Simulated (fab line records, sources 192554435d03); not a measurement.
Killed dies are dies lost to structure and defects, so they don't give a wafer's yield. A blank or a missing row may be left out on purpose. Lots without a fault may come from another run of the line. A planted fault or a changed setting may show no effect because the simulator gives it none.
Split-lot experiment | flow n5_finfet | 7 lots, 21 wafers read, on a route of 1938 steps

THE SPLIT
At N5_DUMMY_GATE_COAT_28 (time 60 s, resist thk 10 nm), the setting spin_rpm was moved away from the recipe's 1500 rpm on 9 of the 21 wafers read, by -10.3% to +10.3%. The other wafers ran this setting at the recipe's value.

The reading is taken at the split's own step.

THE READING
underlayer_of_DUMMY_GATE_COAT_28.thk_nm (the simulator's own value, which no gauge read), in nm, at N5_DUMMY_GATE_COAT_28 (time 60 s, resist thk 10 nm). The file gives no usual value for it.

wafer  | tool, chamber at the split | spin_rpm as run, rpm | against the recipe | underlayer_of_DUMMY_GATE_COAT_28.thk_nm, nm | against lot-mates on the recipe
L074.3 | litho_track-04, 0          | 1547                 | +3.1%              | 9.8                                         | -0.2
L074.5 | litho_track-04, 0          | 1547                 | +3.1%              | 9.8                                         | -0.2
L074.6 | litho_track-04, 0          | 1500                 | recipe             | 10                                          | -
L075.3 | litho_track-04, 0          | 1500                 | recipe             | 10                                          | -
L075.4 | litho_track-04, 0          | 1500                 | recipe             | 10                                          | -
L075.5 | litho_track-04, 0          | 1500                 | recipe             | 10                                          | -
L077.2 | litho_track-02, 0          | 1346                 | -10.3%             | 10.6                                        | +0.6
L077.3 | litho_track-02, 0          | 1500                 | recipe             | 10                                          | -
L077.5 | litho_track-02, 0          | 1500                 | recipe             | 10                                          | -
L078.1 | litho_track-04, 0          | 1362                 | -9.2%              | 10.6                                        | +0.6
L078.2 | litho_track-04, 0          | 1362                 | -9.2%              | 10.6                                        | +0.6
L078.4 | litho_track-04, 0          | 1500                 | recipe             | 10                                          | -
L088.1 | litho_track-04, 0          | 1655                 | +10.3%             | 9.4                                         | -0.6
L088.2 | litho_track-04, 0          | 1500                 | recipe             | 10                                          | -
L088.3 | litho_track-04, 0          | 1500                 | recipe             | 10                                          | -
L090.2 | litho_track-04, 0          | 1387                 | -7.5%              | 10.4                                        | +0.4
L090.3 | litho_track-04, 0          | 1500                 | recipe             | 10                                          | -
L090.4 | litho_track-04, 0          | 1500                 | recipe             | 10                                          | -
L094.3 | litho_track-01, 0          | 1569                 | +4.6%              | 9.8                                         | -0.2
L094.6 | litho_track-01, 0          | 1569                 | +4.6%              | 9.8                                         | -0.2
L094.5 | litho_track-01, 0          | 1500                 | recipe             | 10                                          | -

THE FIT
A straight line over all 21 wafers: underlayer_of_DUMMY_GATE_COAT_28.thk_nm changes by -0.0588 nm for each +1% of spin_rpm; r = -0.99; the points scatter about the line by 0.03 nm.
The same after taking each lot's own level away (the mean of its wafers on the recipe; 21 wafers): -0.0588 nm for each +1%; r = -0.99; scatter 0.03 nm.
On that fit, the largest move of spin_rpm shifts the reading by 0.61 nm.
The lots' own levels span 10.00 to 10.00 nm.
So the lot-to-lot level changes the slope little: the two slopes agree.
Check: with one of the wafers moved furthest among these (+10.3%) left out of the fit, the line predicts -0.598 nm for it against its lot-mates. It came out at -0.6 nm against them.

OTHER SPLITS ON THESE WAFERS
These wafers also went through other splits before the reading. Each is held against what the fit with the lots' levels taken away leaves over:
other split on the same wafers | wafers away from the commonest value | r with underlayer_of_DUMMY_GATE_COAT_28.thk_nm (lot level and that fit taken away)
N5_ZERO_LAYER_PECVD_02 time_s  | 10                                   | +0.28
N5_FIN_SAQP_ETCH_65 time_s     | 7                                    | +0.08

THE FILE'S OWN FIT
underlayer_of_DUMMY_GATE_COAT_28.thk_nm changes by -0.0584 nm for each +1% of spin_rpm, r = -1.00.
